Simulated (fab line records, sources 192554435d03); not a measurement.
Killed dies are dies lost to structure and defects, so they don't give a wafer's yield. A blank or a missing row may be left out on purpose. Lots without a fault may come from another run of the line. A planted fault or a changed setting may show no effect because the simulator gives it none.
fab line records | flow n5_finfet
record lots=10 wafers=30 last_day=17
route steps=1938 shown ILD0@338 SDB@347 BEOL_M4@1111 PASSIVATION@1936
lots that met no fault: from a run of the same line without faults
start_h: hours from the record's first day to the start of the lot's first wafer shown | wait_h: hours since the lot's step before | " the same as in the row above | L1.1+2: a row that stands for several wafers | - no value, or no start given | * or withheld: withheld | < > ~ a bound
route shown NAME@n: a module of which the file shows steps, and the number in the route of the first | usual: mean/standard deviation of fault-free wafers | same: alike in all rows | chamber/n: place in a boat | sites: the reading at each site | _std_site: their standard deviation | _edge_site: outer sites' mean less inner sites' | radius_mm: how far each site lies from the wafer's centre | mask NAME#n: copy n | behind: the tool/chamber that last shaped the wafer | hold: why the lot was held/for how many hours/how that ended | device: the transistor (n, p or np) that didn't switch | end of line: the same wafers' tests at the end of the route | a step without rows: its recipe alone | killed: dies lost to structure and defects at the first sort, not the wafer's yield | map: a wafer's dies, x killed, . not, _ none there
set.NAME: the setting as run; set.NAME@STEP: as run at that earlier step | model.NAME: the simulator's own value behind a step, which no gauge read
steps of the route over a sample of lots; a table a step, a row a wafer
services: from which hour (start_h, from the record's first day; less than 0 if before it) a tool's chamber was out of use, for how many hours, and why
## steps
# step N5_ILD0_CMP_03
# recipe stop_on=SiNx t_overpolish_s=1.9 post_cmp_clean=alkaline_brush down_force_psi=4.1491 platen_rpm=51.796 pad_velocity_m_s=1.0306 target_thk_nm=197.38
# usual motor_current_A=12.5/0.85 overpolish_run_s=1.902/0.01 time_to_endpoint_s=71/4.7
# columns lot.wafer tool chamber start_h wait_h motor_current_A overpolish_run_s time_to_endpoint_s
L498.4 cmp-02 1 123.95 0.3 13.2 1.897 75
L498.3 " 2 " " 12.3 1.903 74
L498.6 " 1 " " 13.4 1.895 74
L500.3 cmp-02 0 137.14 0.0 12.8 1.887 63
L500.2 " 2 " " 12.9 1.889 71
L500.5 " 0 " " 13.7 1.907 70
L501.4 cmp-02 3 142.39 0.1 11.4 1.922 65
L501.3 " 0 " " 13.9 1.904 63
L501.5 " 1 " " 13.2 1.902 70
L502.1 cmp-01 3 149.56 0.2 11.5 1.908 70
L502.3 " 0 " " 12.2 1.901 77
L502.5 " 1 " " 13.1 1.894 71
L504.2 cmp-01 2 161.71 0.3 11.2 1.893 65
L504.6 " 3 " " 11.8 1.891 68
L504.5 " 0 " " 12.4 1.906 71
L507.2 cmp-01 3 179.26 0.0 11.6 1.898 73
L507.4 " 0 " " 12.5 1.923 75
L507.5 " 0 " " 12.5 1.907 75
L508.2 cmp-04 0 183.47 0.0 14.8 1.914 70
L508.1 " 2 " " 12.1 1.907 66
L508.3 " 3 " " 14.8 1.900 64
L509.3 cmp-04 2 186.90 0.7 12.3 1.895 74
L509.2 " 0 " " 14.1 1.893 69
L509.5 " 3 " " 14.2 1.900 71
L510.2 cmp-01 1 196.06 0.1 13.2 1.903 65
L510.4 " 0 " " 12.2 1.908 71
L510.5 " 1 " " 13.3 1.892 65
L511.1 cmp-01 0 198.35 0.1 12.3 1.912 68
L511.3 " 1 " " 13.0 1.898 60
L511.5 " 3 " " 12.3 1.914 64
# step N5_ILD0_THK_MEAS_04
# usual thk_nm=197.5/1
# columns lot.wafer tool chamber start_h wait_h thk_nm
L498.3 film_metro-01 - 124.20 - 198.3
L498.4 " - " " 198.1
L498.6 " - " " 197.8
L500.2 film_metro-02 - 137.43 - 197.8
L500.3 " - " " 197.4
L500.5 " - " " 195.2
L501.3 film_metro-02 - 142.61 - 196.1
L501.4 " - " " 196.7
L501.5 " - " " 195.6
L502.1 film_metro-01 - 149.78 - 197.3
L502.3 " - " " 199.0
L502.5 " - " " 197.9
L504.2 film_metro-01 - 161.89 - 197.4
L504.5 " - " " 198.3
L504.6 " - " " 197.3
L507.2 film_metro-01 - 179.56 - 197.1
L507.4 " - " " 199.2
L507.5 " - " " 198.5
L508.1 film_metro-01 - 183.76 - 196.9
L508.2 " - " " 198.7
L508.3 " - " " 197.0
L509.2 film_metro-01 - 187.20 - 197.7
L509.3 " - " " 197.0
L509.5 " - " " 195.9
L510.2 film_metro-01 - 196.35 - 194.8
L510.4 " - " " 198.1
L510.5 " - " " 195.7
L511.1 film_metro-02 - 198.61 - 199.0
L511.3 " - " " 196.9
L511.5 " - " " 196.1
# step N5_ILD0_THK_MEAS_13
# usual thk_nm=18.1/1.1
# columns lot.wafer tool chamber start_h wait_h thk_nm
L498.3 film_metro-02 - 127.74 - 19.2
L498.4 " - " " 17.3
L498.6 " - " " 19.1
L500.2 film_metro-02 - 140.97 - 19.9
L500.3 " - " " 17.1
L500.5 " - " " 16.9
L501.3 film_metro-02 - 146.16 - 19.1
L501.4 " - " " 18.4
L501.5 " - " " 19.1
L502.1 film_metro-01 - 153.32 - 18.2
L502.3 " - " " 17.9
L502.5 " - " " 17.3
L504.2 film_metro-02 - 165.45 - 15.9
L504.5 " - " " 18.7
L504.6 " - " " 17.4
L507.2 film_metro-01 - 183.27 - 17.5
L507.4 " - " " 18.5
L507.5 " - " " 17.4
L508.1 film_metro-01 - 187.44 - 18.0
L508.2 " - " " 17.1
L508.3 " - " " 18.0
L509.2 film_metro-02 - 191.31 - 17.6
L509.3 " - " " 18.1
L509.5 " - " " 18.1
L510.2 film_metro-01 - 199.94 - 17.0
L510.4 " - " " 16.6
L510.5 " - " " 18.1
L511.1 film_metro-01 - 202.15 - 18.4
L511.3 " - " " 19.0
L511.5 " - " " 18.6
# step N5_SDB_HM_DEP_00
# recipe material=SiNx target_thk_a=400 temp_c=400 precursor=SiH4/NH3/N2 pressure_torr=1.5 rf_w=300 time_s=35.3
# usual chamber_pressure_Torr=1.500/0.003 heater_power_outer_w=496/76 heater_power_w=817/110 showerhead_plenum_p_Torr=5.11/0.036 throttle_valve_pct=40.0/2.8
# columns lot.wafer tool chamber start_h wait_h chamber_pressure_Torr heater_power_outer_w heater_power_w showerhead_plenum_p_Torr throttle_valve_pct
L498.3 pecvd-03 0 127.80 0.0 1.499 490 774 5.12 39.0
L498.4 " 2 " " 1.500 341 566 5.13 39.9
L498.6 " 1 " " 1.500 464 787 5.07 36.7
L500.2 pecvd-03 0 141.03 0.0 1.502 460 744 5.12 39.2
L500.3 " 1 " " 1.499 570 903 5.08 36.6
L500.5 " 2 " " 1.507 354 578 5.11 39.9
L501.3 pecvd-04 0 146.22 0.0 - - - - -
L501.4 " 1 " " - - - - -
L501.5 " 2 " " - - - - -
L502.1 pecvd-03 0 153.38 0.0 - - - - -
L502.3 " 2 " " - - - - -
L502.5 " 2 " " - - - - -
L504.2 pecvd-03 2 165.51 0.0 1.497 383 578 5.13 40.1
L504.5 " 0 " " 1.502 556 826 5.11 39.3
L504.6 " 1 " " 1.505 467 776 5.07 36.7
L507.2 pecvd-04 1 183.33 0.0 1.500 615 960 5.10 41.8
L507.4 " 1 " " 1.495 621 975 5.11 41.6
L507.5 " 2 " " 1.498 585 978 5.14 38.6
L508.1 pecvd-04 2 187.50 0.0 1.503 569 955 5.15 38.3
L508.2 " 1 " " 1.503 616 968 5.11 41.6
L508.3 " 0 " " 1.502 501 826 5.06 41.7
L509.2 pecvd-01 0 191.37 0.0 1.500 483 854 5.07 36.4
L509.3 " 2 " " 1.498 451 791 5.19 37.5
L509.5 " 2 " " 1.499 446 798 5.18 37.3
L510.2 pecvd-03 0 200.00 0.0 1.496 532 826 5.13 39.0
L510.4 " 2 " " 1.501 350 560 5.13 40.4
L510.5 " 1 " " 1.499 546 908 5.07 36.6
L511.1 pecvd-03 1 202.21 0.0 1.496 528 866 5.07 36.8
L511.3 " 2 " " 1.498 383 601 5.13 40.2
L511.5 " 1 " " 1.498 525 887 5.07 36.8
# step N5_SDB_CMP_30
# recipe stop_on=poly-Si t_overpolish_s=1.54 post_cmp_clean=alkaline_brush down_force_psi=4.1491 platen_rpm=51.796 pad_velocity_m_s=1.0306 target_thk_nm=30
# usual motor_current_A=12.5/1.1 time_to_endpoint_s=18.4/2.6
# columns lot.wafer tool chamber start_h wait_h motor_current_A time_to_endpoint_s
L498.3 cmp-02 0 131.87 1.4 12.9 16.9
L498.4 " 3 " " 11.8 15.3
L498.6 " 1 " " 13.2 18.0
L500.2 cmp-03 1 145.00 1.4 14.3 13.8
L500.3 " 0 " " 13.2 16.6
L500.5 " 1 " " 15.1 17.1
L501.3 cmp-03 1 150.98 1.4 14.6 11.2
L501.4 " 2 " " 10.3 9.6
L501.5 " 1 " " 14.8 9.5
L502.1 cmp-01 1 158.66 1.4 12.8 12.5
L502.3 " 2 " " 11.6 9.0
L502.5 " 0 " " 12.5 14.6
L504.2 cmp-01 2 172.03 1.4 11.9 20.5
L504.6 " 2 " " 11.8 17.9
L504.5 " 3 " " 11.8 21.0
L507.4 cmp-03 1 187.62 1.4 14.6 15.4
L507.2 " 3 " " 12.0 18.5
L507.5 " 2 " " 10.2 13.2
L508.2 cmp-01 1 193.34 1.4 12.1 13.9
L508.3 " 2 " " 11.8 13.5
L508.1 " 3 " " 11.7 13.7
L509.3 cmp-03 2 196.12 1.5 10.3 18.3
L509.2 " 3 " " 12.4 17.7
L509.5 " 0 " " 13.1 17.5
L510.2 cmp-01 1 204.33 1.5 12.3 19.3
L510.4 " 2 " " 12.5 18.6
L510.5 " 0 " " 12.7 22.1
L511.3 cmp-03 3 206.85 1.4 12.5 18.4
L511.1 " 1 " " 14.3 16.9
L511.5 " 3 " " 13.0 19.4
# step N5_BEOL_M4_RC_MEAS_101
# usual DIBL_N=35.9/1.6 DIBL_P=35.6/2.1 IOFF_N=0.149/0.029 IOFF_P=0.20/0.033 ION_N=671/11 ION_P=460/7.3 SS_N=71.4/0.62 SS_P=73.2/0.65 VT_N=251/3.1 VT_P=-251/3.4
# columns lot.wafer tool chamber start_h wait_h DIBL_N[mV/V] DIBL_P[mV/V] IOFF_N[nA/um] IOFF_P[nA/um] ION_N[uA/um] ION_P[uA/um] SS_N[mV/dec] SS_P[mV/dec] VT_N[mV] VT_P[mV]
L498.3 prober-01 0 230.72 0.3 36.8 37.4 0.169 0.20 676 460 71.2 72.9 247 -252
L498.4 " 0 " " 38.7 39.8 0.216 0.25 690 467 72.4 74.5 246 -249
L498.6 " 0 " " 37.9 38.5 0.199 0.23 692 472 71.8 74.5 245 -250
L500.2 prober-02 0 233.70 0.2 37.6 37.5 0.173 0.20 676 456 71.4 73.9 248 -255
L500.3 " 0 " " 37.4 37.5 0.169 0.19 675 458 71.1 73.7 248 -254
L500.5 " 0 " " 33.8 32.5 0.115 0.14 655 450 70.4 72.9 251 -256
L504.2 prober-02 0 257.76 0.2 36.0 33.6 0.126 0.16 662 457 71.7 72.8 252 -255
L504.5 " 0 " " 37.8 36.3 0.148 0.20 673 454 71.1 73.7 251 -251
L504.6 " 0 " " 35.8 34.2 0.125 0.17 663 459 71.1 73.1 254 -252
L507.2 prober-02 0 281.01 0.2 35.2 34.6 0.132 0.20 664 459 71.1 73.1 252 -249
L507.4 " 0 " " 34.2 32.9 0.123 0.18 653 455 71.3 72.2 254 -251
L507.5 " 0 " " 35.3 34.5 0.137 0.19 656 454 71.7 72.8 253 -250
L508.1 prober-01 0 283.36 0.0 35.7 34.9 0.132 0.20 672 465 72.0 73.4 254 -250
L508.2 " 0 " " 33.7 32.6 0.110 0.17 651 454 70.9 72.2 254 -249
L508.3 " 0 " " 36.3 35.9 0.150 0.21 664 453 71.7 73.2 252 -248
L509.2 prober-02 0 288.99 0.2 36.6 35.6 0.183 0.23 677 466 72.1 73.3 245 -249
L509.3 " 0 " " 35.3 35.2 0.175 0.23 686 469 71.3 73.8 245 -248
L509.5 " 0 " " 35.5 34.1 0.161 0.20 670 457 72.1 73.5 248 -251
L510.2 prober-02 0 300.61 0.2 36.8 35.2 0.157 0.21 681 468 70.7 73.0 253 -250
L510.4 " 0 " " 38.7 38.1 0.199 0.26 683 467 71.9 73.8 245 -244
L510.5 " 0 " " 39.1 38.4 0.213 0.27 697 475 72.5 74.2 244 -248
L511.1 prober-02 0 303.75 0.0 34.6 34.7 0.133 0.19 665 458 71.8 72.8 251 -251
L511.3 " 0 " " 34.9 33.6 0.135 0.16 679 461 71.3 72.4 252 -253
L511.5 " 0 " " 35.7 34.8 0.154 0.19 681 459 71.5 73.6 250 -249
# step N5_PASSIVATION_PROBE_49
# usual defect_limited_yield=90.9/1.5 killed_at_M0_to_M3=36/9.9 killed_at_M4_up=13/4.5 killed_at_contacts=13/6.4 killed_at_front_end=42/12 killed_at_other=3.4/3 killed_dies=107/18 killed_on_rim=14/4.3 killed_open=69/13 killed_short=35/8.2 sort_bin_5_function=5.3/1.1 sort_bin_6_memory=3.4/0.69 sort_n_pass=1073/18 sort_yield_pct=90.9/1.5
# same gross_dies=1180 killed_at_back_side=0 sort_bin_4_leakage[%]=0 sort_bin_8_speed[%]=0
# columns lot.wafer tool chamber start_h wait_h defect_limited_yield[%] killed_at_M0_to_M3 killed_at_M4_up killed_at_contacts killed_at_front_end killed_at_other killed_dies killed_on_rim killed_open killed_short sort_bin_5_function[%] sort_bin_6_memory[%] sort_n_pass sort_yield_pct[%]
L500.2 prober-01 - 331.63 0.1 90.2 42 26 8 38 2 116 14 82 33 5.7 3.6 1064 90.2
L500.3 prober-01 - 331.68 0.1 92.1 26 24 9 33 1 93 10 67 25 5.1 2.6 1087 92.1
L500.5 prober-01 - 331.78 0.2 90.1 38 16 11 51 1 117 16 66 41 5.8 3.1 1063 90.1
L501.3 prober-02 - 344.05 0.1 0 1 0 2 1177 0 1180 152 6 3 73.3 2.8 0 0
L501.4 prober-02 - 344.10 0.2 0 1 2 1 1173 3 1180 152 9 1 73.3 3.0 0 0
L501.5 prober-02 - 344.15 0.2 0 8 1 2 1168 1 1180 152 15 7 71.9 2.7 0 0
L502.1 prober-01 - 352.08 0.0 0 5 0 1 1174 0 1180 152 10 7 74.3 3.9 0 0
L502.3 prober-01 - 352.18 0.1 0 9 1 0 1169 1 1180 152 11 3 74.0 3.0 0 0
L502.5 prober-01 - 352.28 0.2 0 7 1 2 1169 1 1180 152 10 11 73.2 2.8 0 0
L504.2 prober-01 - 354.06 0.1 90.1 46 9 22 35 5 117 13 77 40 6.3 3.5 1063 90.1
L504.5 prober-01 - 354.21 0.2 87.4 54 10 31 51 3 149 23 99 48 7.6 4.6 1031 87.4
L504.6 prober-01 - 354.26 0.3 91.5 24 7 30 33 6 100 11 69 30 4.7 3.5 1080 91.5
L508.1 prober-02 - 386.71 0.0 91.2 35 10 17 24 18 104 15 60 42 5.5 2.8 1076 91.2
L508.2 prober-02 - 386.76 0.1 92.5 27 10 17 23 11 88 10 55 32 4.5 2.5 1092 92.5
L508.3 prober-02 - 386.81 0.1 92.0 31 18 3 28 14 94 15 67 25 4.2 3.3 1086 92.0
L509.2 prober-01 - 391.68 0.1 91.4 34 16 12 38 1 101 13 62 33 5.3 3.1 1079 91.4
L509.3 prober-01 - 391.73 0.1 90.6 38 20 9 39 5 111 12 73 35 5.6 3.6 1069 90.6
L509.5 prober-01 - 391.83 0.2 90.4 40 13 16 41 3 113 15 71 35 4.6 4.3 1067 90.4
# killed by level:class
L500.2 BEOL_M4:geometric_particle:open=17 BEOL_M1:geometric_particle:open=9 BEOL_M3:geometric_particle:open=9 FIN_SAQP:geometric_particle:open=8 MOL_CONTACT_COAG:geometric_particle:open=7 FIN_SAQP:geometric_particle:short=5 BEOL_M0:geometric_particle:open=5 BEOL_M2:geometric_particle:open=5
L500.3 BEOL_M4:geometric_particle:open=15 FIN_SAQP:geometric_particle:open=10 BEOL_M1:geometric_particle:open=8 DUMMY_GATE:geometric_particle:open=7 MOL_CONTACT_COAG:geometric_particle:open=7 BEOL_M3:geometric_particle:open=7 FIN_SAQP:geometric_particle:short=5 BEOL_M0_SAQP:geometric_particle:open=5
L500.5 MOL_CONTACT_COAG:geometric_particle:open=10 FIN_SAQP:geometric_particle:open=9 BEOL_M2:geometric_particle:open=9 HKMG_FIN:area_etch=8 FIN_SAQP:geometric_particle:short=7 ILD0:geometric_particle:short=7 GATE_CUT:geometric_particle:short=7 BEOL_M3:geometric_particle:open=7
L501.3 SDB:lost_pattern=1168 SDB:area_dep=3 FIN_SAQP:geometric_particle:short=2 FIN_SAQP:geometric_particle:open=1 STI_FIN_REVEAL:geometric_particle:open=1 DUMMY_GATE:geometric_particle:open=1 MOL_CONTACT_COAG:geometric_particle:short=1 MOL_CONTACT_COAG:geometric_particle:open=1
L501.4 SDB:lost_pattern=1167 SDB:area_dep=3 FIN_SAQP:geometric_particle:open=2 BEOL_M4:geometric_particle:open=2 STI_FIN_REVEAL:geometric_particle:open=1 MOL_CONTACT_COAG:geometric_particle:open=1 BEOL_M3:geometric_particle:open=1 MIM_BOT:geometric_particle:open=1
L501.5 SDB:lost_pattern=1149 SDB:area_dep=9 FIN_SAQP:geometric_particle:short=3 STI_FIN_REVEAL:geometric_particle:open=3 MOL_CONTACT_COAG:geometric_particle:open=2 BEOL_M0_SAQP:geometric_particle:open=2 BEOL_M2:geometric_particle:open=2 BEOL_M3:geometric_particle:open=2
L502.1 SDB:lost_pattern=1158 SDB:area_dep=5 STARTING-WAFER:geometric_particle:open=3 FIN_SAQP:geometric_particle:open=2 GATE_CUT:geometric_particle:short=2 BEOL_M0_SAQP:geometric_particle:open=2 BEOL_M1:geometric_particle:open=2 FIN_SAQP:geometric_particle:short=1
L502.3 SDB:lost_pattern=1160 SDB:area_dep=5 BEOL_M0_SAQP:geometric_particle:open=4 STI_FIN_REVEAL:geometric_particle:open=2 BEOL_M0_SAQP:geometric_particle:short=2 ILD0:geometric_particle:open=1 BEOL_M2:geometric_particle:open=1 BEOL_M2:geometric_particle:short=1
L502.5 SDB:lost_pattern=1152 SDB:area_dep=6 FIN_SAQP:geometric_particle:short=4 FIN_SAQP:geometric_particle:open=2 STI_FIN_REVEAL:geometric_particle:open=2 GATE_CUT:geometric_particle:short=2 MOL_CONTACT_COAG:geometric_particle:open=2 BEOL_M0_SAQP:geometric_particle:short=2
L504.2 MOL_CONTACT_COAG:geometric_particle:open=18 BEOL_M0_SAQP:geometric_particle:short=12 FIN_SAQP:geometric_particle:short=10 BEOL_M0_SAQP:geometric_particle:open=10 BEOL_M3:geometric_particle:open=10 FIN_SAQP:geometric_particle:open=9 BEOL_M1:geometric_particle:open=7 STI_FIN_REVEAL:geometric_particle:open=4
L504.5 MOL_CONTACT_COAG:geometric_particle:open=20 STI_FIN_REVEAL:geometric_particle:open=19 BEOL_M3:geometric_particle:open=13 BEOL_M0_SAQP:geometric_particle:short=13 BEOL_M0_SAQP:geometric_particle:open=12 MOL_CONTACT_COAG:geometric_particle:short=11 FIN_SAQP:geometric_particle:open=9 BEOL_M4:geometric_particle:open=8
L504.6 MOL_CONTACT_COAG:geometric_particle:open=25 FIN_SAQP:geometric_particle:short=10 BEOL_M1:geometric_particle:open=6 FIN_SAQP:geometric_particle:open=5 MOL_CONTACT_COAG:geometric_particle:short=5 STI_FIN_REVEAL:geometric_particle:open=4 BEOL_M0_SAQP:geometric_particle:short=4 BEOL_M3:geometric_particle:open=4
L508.1 MOL_CONTACT_COAG:geometric_particle:open=14 BEOL_M0_SAQP:geometric_particle:open=13 BEOL_M0_SAQP:geometric_particle:short=13 PAD_METAL:geometric_particle:short=6 MIM_TOP:geometric_particle:short=5 PAD_METAL:geometric_particle:open=4 FIN_SAQP:geometric_particle:open=3 FIN_SAQP:geometric_particle:short=3
L508.2 MOL_CONTACT_COAG:geometric_particle:open=16 BEOL_M0_SAQP:geometric_particle:open=7 BEOL_M2:geometric_particle:open=7 FIN_SAQP:geometric_particle:short=5 BEOL_M0_SAQP:geometric_particle:short=5 STI_FIN_REVEAL:geometric_particle:open=4 PAD_METAL:geometric_particle:open=4 PAD_METAL:geometric_particle:short=4
L508.3 FIN_SAQP:geometric_particle:open=11 BEOL_M0_SAQP:geometric_particle:open=7 BEOL_M2:geometric_particle:open=7 BEOL_M1:geometric_particle:open=6 BEOL_M0_SAQP:geometric_particle:short=4 BEOL_M4:geometric_particle:open=4 PAD_METAL:geometric_particle:open=4 PAD_METAL:geometric_particle:short=4
L509.2 FIN_SAQP:geometric_particle:open=15 FIN_SAQP:geometric_particle:short=11 MOL_CONTACT_COAG:geometric_particle:open=9 BEOL_M3:geometric_particle:open=8 BEOL_M2:geometric_particle:open=6 BEOL_M4:geometric_particle:open=6 BEOL_M0_SAQP:geometric_particle:open=5 STI_FIN_REVEAL:geometric_particle:open=4
L509.3 BEOL_M4:geometric_particle:open=14 FIN_SAQP:geometric_particle:short=10 FIN_SAQP:geometric_particle:open=9 BEOL_M0_SAQP:geometric_particle:open=9 MOL_CONTACT_COAG:geometric_particle:open=8 DUMMY_GATE:geometric_particle:open=7 BEOL_M0_SAQP:geometric_particle:short=7 BEOL_M2:geometric_particle:open=5
L509.5 MOL_CONTACT_COAG:geometric_particle:open=12 BEOL_M1:geometric_particle:open=9 FIN_SAQP:geometric_particle:short=8 BEOL_M4:geometric_particle:open=8 BEOL_M0_SAQP:geometric_particle:open=8 BEOL_M0_SAQP:geometric_particle:short=7 FIN_SAQP:geometric_particle:open=6 DUMMY_GATE:geometric_particle:open=6
## services
# columns tool chamber start_h hours kind
cmp-04 - 107.92 2.0 repair
pecvd-03 0 111.94 5.5 scheduled_down
cmp-01 - 121.33 4.0 pm
pecvd-01 2 125.89 2.1 scheduled_down
pecvd-01 2 129.52 16.5 scheduled_down
pecvd-04 - 129.76 2.1 repair
pecvd-04 - 134.06 2.2 repair
pecvd-01 0 135.19 14.8 repair
cmp-02 - 148.75 66.2 repair
pecvd-04 2 169.33 2.1 scheduled_down
pecvd-03 2 171.08 2.1 scheduled_down
pecvd-01 - 178.46 0.7 repair
cmp-01 - 182.65 5.5 pm
cmp-04 - 192.23 4.0 pm
pecvd-01 - 195.58 6.0 pm
cmp-04 - 196.23 - consumable_replace:conditioner
cmp-04 - 196.23 - consumable_replace:pad
cmp-03 - 196.27 4.3 pm
pecvd-01 2 202.38 - clean
pecvd-01 2 202.38 - consumable_replace:showerhead
pecvd-01 2 202.38 29.0 scheduled_down
pecvd-01 2 202.38 29.0 vent_cycle
## key
first_sign step=N5_SDB_HM_DEP_00 reading=tool_record direction=missing
effect step=N5_SDB_CMP_30 reading=time_to_endpoint_s direction=down sigmas=2.9 usual=* struck=*
effect step=N5_PASSIVATION_PROBE_49 reading=killed_at_front_end direction=up sigmas=94 usual=42 struck=1172
met_at N5_SDB_HM_DEP_00
struck_lots L501,L502
later_rows_left_out L501.3,L501.4,L501.5,L502.1,L502.3,L502.5
not_acting_at N5_ILD0_CMP_03,N5_ILD0_THK_MEAS_04,N5_ILD0_THK_MEAS_13
onset_between 141.03 146.22
fault kind=skipped_step_whole tool=pecvd-03,pecvd-04 chamber=- onset_h=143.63 steps=N5_SDB_HM_DEP_00 scope=struck_lots_only
# later_rows_left_out: the simulator's readings of these wafers behind a module that went badly wrong aren't trusted and aren't shown, but for the sort
